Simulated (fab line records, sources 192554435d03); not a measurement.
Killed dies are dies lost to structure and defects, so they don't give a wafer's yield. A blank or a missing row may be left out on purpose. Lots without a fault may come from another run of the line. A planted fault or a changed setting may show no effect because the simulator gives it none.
Which tool did it? | flow n5_finfet | 22 lots, 66 wafers sampled, at 1 step of a route of 1938

WHAT THE GAUGES READ, wafer by wafer
N5_HKMG_FIN_CD_MEAS_49: target cd 202 nm. Usual: cd_nm 202.4 nm, standard deviation 0.69.
lot  | measured     | on        | cd_nm (nm)        | flag
L074 | day 3 23:01  | cd_sem-01 | 201.3 202.5 201.5 |
L076 | day 4 11:57  | cd_sem-03 | 202.7 202.8 201.7 |
L077 | day 4 18:59  | cd_sem-03 | 202.3 202.2 202.3 |
L079 | day 5 07:32  | cd_sem-02 | 202.7 203.0 202.8 |
L080 | day 5 11:20  | cd_sem-01 | 203.2 202.5 202.2 |
L081 | day 5 19:05  | cd_sem-02 | 203.1 203.3 202.1 |
L082 | day 6 02:13  | cd_sem-01 | 203.2 202.4 201.9 |
L083 | day 6 04:01  | cd_sem-03 | 202.5 203.4 203.0 |
L084 | day 6 15:02  | cd_sem-02 | 202.8 202.5 203.8 |
L085 | day 6 18:16  | cd_sem-01 | 203.1 202.9 203.1 |
L087 | day 8 04:05  | cd_sem-03 | 202.7 202.3 202.5 |
L086 | day 8 06:48  | cd_sem-01 | 201.4 201.5 202.5 |
L088 | day 8 07:00  | cd_sem-03 | 202.3 203.6 203.8 |
L089 | day 8 09:42  | cd_sem-01 | 203.0 203.4 202.6 |
L090 | day 8 09:53  | cd_sem-01 | 202.6 202.0 203.0 |
L093 | day 9 12:49  | cd_sem-03 | 201.7 201.5 201.5 |
L091 | day 9 17:11  | cd_sem-03 | 203.0 203.9 202.8 |
L094 | day 9 19:09  | cd_sem-02 | 202.3 201.2 202.3 |
L095 | day 9 20:57  | cd_sem-03 | 202.7 201.9 202.6 |
L092 | day 9 21:31  | cd_sem-03 | 202.3 202.3 201.7 |
L096 | day 9 23:52  | cd_sem-03 | 202.1 201.2 202.3 |
L097 | day 10 06:08 | cd_sem-02 | 203.0 203.3 202.7 |

WHICH TOOL RAN EACH LOT (tool, then ch and the chambers of the sampled wafers, then the start)
The record holds no process step before these readings.

WHAT THE TOOLS THEMSELVES READ (means of the sampled wafers that have a number; where no wafer has one, the mark that the record gives instead)
The record holds no such reading with a usual standard deviation.

THE ANSWER, worked out from the rows above alone
Rule: a lot is off if the mean of its wafers that have a number lies more than 3 standard deviations from the usual mean. A lot without any number at a reading at which 4 lots or more have one is off too. The other lots that the step has rows for count as sound. The gauges are gone through in route order, then the tools' own readings, and for those a lot's mean is taken as printed above. The first step at which some lot is off is used, and at that step the reading that is off furthest; a lot without a number counts as furthest.
No lot is off at any reading shown: from this, nothing can be told.

WHAT THE SIMULATOR HAD PUT IN
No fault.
